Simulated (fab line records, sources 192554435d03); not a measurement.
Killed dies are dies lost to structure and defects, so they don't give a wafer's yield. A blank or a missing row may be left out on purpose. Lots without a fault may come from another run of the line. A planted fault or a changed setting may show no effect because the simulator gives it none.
Chamber matching | flow n5_finfet | N5_BEOL_M1_DESCUM_33 on rie_diel-02: 4 sister chambers
The step chemistry O2, time 7 s. 18 wafers are shown with their chamber, then 9 later ones without.

WAFERS WITH THEIR CHAMBER
wafer  | chamber | showerhead_plenum_p_Torr (Torr) | throttle_valve_pct (%) | drypump_motor_current_A (A)
L076.2 | 3       | 2.07                            | 20.74                  | 5.8
L076.3 | 2       | 2.12                            | 20.18                  | 5.6
L076.5 | 1       | 2.11                            | 20.48                  | 5.9
L081.2 | 0       | 2.15                            | 20.41                  | 5.9
L081.5 | 0       | 2.15                            | 20.41                  | 5.9
L081.6 | 1       | 2.10                            | 20.50                  | 5.9
L082.1 | 1       | 2.10                            | 20.50                  | 5.9
L082.3 | 0       | 2.15                            | 20.41                  | 5.8
L082.4 | 2       | 2.11                            | 20.19                  | 5.6
L083.1 | 0       | 2.15                            | 20.41                  | 5.9
L083.2 | 2       | 2.11                            | 20.20                  | 5.7
L083.4 | 3       | 2.07                            | 20.78                  | 5.7
L085.1 | 1       | 2.10                            | 20.51                  | 5.9
L085.3 | 3       | 2.06                            | 20.79                  | 5.8
L085.4 | 2       | 2.11                            | 19.83                  | 5.6
L086.2 | 1       | 2.10                            | 20.51                  | 5.9
L086.4 | 2       | 2.11                            | 19.84                  | 5.7
L086.6 | 0       | 2.14                            | 20.43                  | 5.8

SIGNATURES (means of the wafers above)
reading                  | chamber 0 | chamber 1 | chamber 2 | chamber 3 | scatter within a chamber
showerhead_plenum_p_Torr | 2.1480    | 2.1020    | 2.1120    | 2.0667    | 0.00468
throttle_valve_pct       | 20.4140   | 20.5000   | 20.0480   | 20.7700   | 0.105
drypump_motor_current_A  | 5.860     | 5.900     | 5.640     | 5.767     | 0.0468
Rule: a wafer's distance from a chamber is the root of the sum, over the readings, of the square of ((its reading less the chamber's mean) divided by the reading's scatter). The wafer belongs to the nearest chamber; if the next one is less than 2 further off, it can't be placed. The scatter: the root of (the sum of the squares of (reading less its chamber's mean) over the shown wafers, divided by (wafers less chambers)).

WAFERS WITHOUT THEIR CHAMBER
wafer  | showerhead_plenum_p_Torr (Torr) | throttle_valve_pct (%) | drypump_motor_current_A (A)
L089.3 | 2.14                            | 20.43                  | 5.8
L089.4 | 2.06                            | 20.79                  | 5.7
L089.6 | 2.14                            | 20.45                  | 5.9
L090.2 | 2.11                            | 19.85                  | 5.7
L090.4 | 2.10                            | 20.52                  | 5.9
L090.5 | 2.06                            | 20.79                  | 5.8
L095.4 | 2.09                            | 20.53                  | 5.9
L095.5 | 2.11                            | 19.85                  | 5.7
L095.6 | 2.14                            | 20.45                  | 5.8

WHICH CHAMBER EACH WENT THROUGH
wafer  | from the rows above | in truth
L089.3 | 0                   | 0
L089.4 | 3                   | 3
L089.6 | 0                   | 0
L090.2 | 2                   | 2
L090.4 | 1                   | 1
L090.5 | 3                   | 3
L095.4 | 1                   | 1
L095.5 | 2                   | 2
L095.6 | 0                   | 0
Placed correctly: 9 of 9. Can't be placed from these rows: 0. Placed wrongly: 0.
